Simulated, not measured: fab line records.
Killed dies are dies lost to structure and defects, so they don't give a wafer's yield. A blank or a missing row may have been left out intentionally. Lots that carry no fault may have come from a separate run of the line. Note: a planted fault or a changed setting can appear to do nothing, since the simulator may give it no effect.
Check of tool commonality ; flow nand_harc ; Lots sampled 11, wafers sampled 39

## THE REASON FOR OPENING IT
At NHARC_P_M2_CD_MEAS_09 the reading cd_nm is flagged on 2 of 11 lots. Wafers without a fault read 170.3 nm, standard deviation 0.79.
Rule: a lot gets a flag if all its wafers with a number sit over 4 standard deviations from that mean, or if no wafer of it has a number. As for the other lots, they are considered sound.

lot;measured;on;cd_nm (nm), wafer by wafer;flag
L317;day 6 18:19;cd_sem-02;170.3 169.8 168.9;
L322;day 7 09:57;cd_sem-03;170.2 171.2 171.0;
L323;day 7 14:40;cd_sem-01;171.6 170.7 170.2;
L324;day 7 23:43;cd_sem-01;169.0 169.9 170.1;
L325;day 8 10:01;cd_sem-03;171.5 170.8 170.9;
L326;day 8 13:14;cd_sem-01;169.5 170.3 168.9;
L332;day 9 22:48;cd_sem-02;158.4 157.1 157.5 158.2 156.8 157.1;FLAGGED
L334;day 10 07:43;cd_sem-03;159.7 159.3 160.3 160.3 159.6 160.5;FLAGGED
L336;day 10 21:58;cd_sem-01;171.0 170.3 169.9;
L339;day 11 11:53;cd_sem-01;170.1 169.0 168.5;
L338;day 11 12:02;cd_sem-03;169.0 168.6 170.3;
On average the flagged lots' numbers are 158.7 nm, which is -11.6 nm against the usual, or -15 standard deviations.

## EACH LOT AND THE TOOL IT RAN ON
Before the reading, the record contains 3 process steps out of a 1159-step route. Read each cell as the tool, then ch plus the chambers that the sampled wafers visited, then the start.
lot;flag;NHARC_P_M1_PVD_20;NHARC_P_M1_ANNEAL_31;NHARC_P_M2_EXPOSE_06
L317;;pvd_sputter-01, day 6 16:10 or earlier;rtp_anneal-02 ch 0, day 6 16:10;arfi_scanner-03 ch 0, day 6 18:10
L322;;pvd_sputter-01, day 7 07:46 or earlier;rtp_anneal-01 ch 0, day 7 07:46;arfi_scanner-03 ch 0, day 7 09:49
L323;;pvd_sputter-03, day 7 12:19 or earlier;rtp_anneal-02 ch 0, day 7 12:19;arfi_scanner-02 ch 0, day 7 14:32
L324;;pvd_sputter-02, day 7 21:33 or earlier;rtp_anneal-02 ch 0, day 7 21:33;arfi_scanner-01 ch 0, day 7 23:34
L325;;pvd_sputter-02, day 8 07:56 or earlier;rtp_anneal-01 ch 0, day 8 07:56;arfi_scanner-01 ch 0, day 8 09:53
L326;;pvd_sputter-02, day 8 11:01 or earlier;rtp_anneal-02 ch 0, day 8 11:01;arfi_scanner-03 ch 0, day 8 13:05
L332;FLAGGED;pvd_sputter-03, day 9 20:41 or earlier;rtp_anneal-02 ch 0, day 9 20:41;arfi_scanner-01 ch 0, day 9 22:40
L334;FLAGGED;pvd_sputter-03, day 10 05:31 or earlier;rtp_anneal-01 ch 0, day 10 05:31;arfi_scanner-01 ch 0, day 10 07:35
L336;;pvd_sputter-01, day 10 19:51 or earlier;rtp_anneal-02 ch 0, day 10 19:51;arfi_scanner-03 ch 0, day 10 21:50
L339;;pvd_sputter-02, day 11 09:25 or earlier;rtp_anneal-01 ch 0, day 11 09:25;arfi_scanner-03 ch 0, day 11 11:44
L338;;pvd_sputter-03, day 11 09:47 or earlier;rtp_anneal-02 ch 0, day 11 09:47;arfi_scanner-03 ch 0, day 11 11:54
What the steps here do:
- NHARC_P_M1_PVD_20: deposits TaN, target thk 5 nm, time 8.06 s.
- NHARC_P_M1_ANNEAL_31: time 90 s.
- NHARC_P_M2_EXPOSE_06: exposes mask P M2, target cd 170 nm.
- NHARC_P_M2_CD_MEAS_09: target cd 170 nm.

## FLAGGED AGAINST TOTAL, ONE TOOL AT A TIME (gauges that did the reading follow at the end)
step;tool;lots run;flagged;share of the flagged lots;sound lots run after its first flagged lot
NHARC_P_M1_PVD_20;pvd_sputter-01;3;0;none;-
NHARC_P_M1_PVD_20;pvd_sputter-02;4;0;none;-
NHARC_P_M1_PVD_20;pvd_sputter-03;4;2;all;1 (L338)
NHARC_P_M1_ANNEAL_31;rtp_anneal-01;4;1;some;1 (L339)
NHARC_P_M1_ANNEAL_31;rtp_anneal-02;7;1;some;2 (L336,L338)
NHARC_P_M2_EXPOSE_06;arfi_scanner-01;4;2;all;0
NHARC_P_M2_EXPOSE_06;arfi_scanner-02;1;0;none;-
NHARC_P_M2_EXPOSE_06;arfi_scanner-03;6;0;none;-
NHARC_P_M2_CD_MEAS_09;cd_sem-01;5;0;none;-
NHARC_P_M2_CD_MEAS_09;cd_sem-02;2;1;some;0
NHARC_P_M2_CD_MEAS_09;cd_sem-03;4;1;some;1 (L338)
With no start given for some of its lots, NHARC_P_M1_PVD_20 uses the hours and lot order of NHARC_P_M1_ANNEAL_31.

## THE TABLE: WHAT IT ALLOWS
2 rows of the table ran every flagged lot: pvd_sputter-03 at NHARC_P_M1_PVD_20, arfi_scanner-01 at NHARC_P_M2_EXPOSE_06.
- pvd_sputter-03 at NHARC_P_M1_PVD_20 ran 4 lots, 2 of them flagged. Lots that were sound ran on it after the first flagged one (L338); a persistent fault on the entire tool would not allow that.
- arfi_scanner-01 at NHARC_P_M2_EXPOSE_06 ran 4 lots, 2 of them flagged. Last sound lot L325 at day 8 09:53, first flagged lot L332 at day 9 22:40; a fault beginning in between fits. Its own readings (exposure_dose_mJ_cm2) fall more than 4 standard deviations out on all wafers of the flagged lots.
What remains is a single tool, arfi_scanner-01 at NHARC_P_M2_EXPOSE_06.

## WHAT WAS PUT IN BY THE SIMULATOR
Process parameter drift: arfi_scanner-01, from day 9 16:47 on, at NHARC_P_M2_EXPOSE_06. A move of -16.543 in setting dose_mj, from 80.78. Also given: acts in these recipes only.
Lots struck among those shown: L332, L334. Same finding as the rule above.
